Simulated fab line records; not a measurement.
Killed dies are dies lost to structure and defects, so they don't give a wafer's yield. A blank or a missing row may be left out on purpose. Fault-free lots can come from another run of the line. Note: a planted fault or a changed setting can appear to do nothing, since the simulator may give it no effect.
Matching of chambers	flow nand-harc	4 sister chambers for NHARC_A_ZERO_WELL_DESCUM_12 on rie-diel-03
The step chemistry O2, time 3 s. 4 wafers are shown with their chamber, then 9 later ones without.

WAFERS WITH THEIR CHAMBER
wafer	chamber	drypump-motor-current-A (A)
L838.1	3	5.7
L841.1	2	5.0
L841.2	1	5.3
L841.3	0	6.2

WAFERS WITH NO CHAMBER GIVEN
wafer	drypump-motor-current-A (A)
L844.2	6.2
L844.3	5.2
L844.6	5.2
L845.1	5.3
L845.2	5.0
L845.6	5.0
L846.2	5.0
L846.3	5.2
L846.6	5.2

THE CHAMBER EACH PASSED THROUGH
wafer	from the rows above	in truth
L844.2	0	0
L844.3	can't be placed: 1 or 2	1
L844.6	can't be placed: 1 or 2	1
L845.1	1	1
L845.2	2	2
L845.6	2	2
L846.2	2	2
L846.3	can't be placed: 1 or 2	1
L846.6	can't be placed: 1 or 2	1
Placed correctly: 5 of 9. These rows do not allow placing 4 (true chamber among the candidates in 4). Placed wrongly: 0.
How it was worked out, from the rows above alone: a wafer's distance from a chamber is the root of the sum, over the readings, of the square of ((its reading less the chamber's mean) divided by the reading's scatter). If the next closest chamber is less than 2 further off than the closest, the wafer can't be placed; otherwise it belongs to the closest. For every chamber, the mean is computed from those of its wafers that are shown. The scatter: root of mean squared gap, hidden wafer to nearest shown wafer, with one shown wafer a chamber.
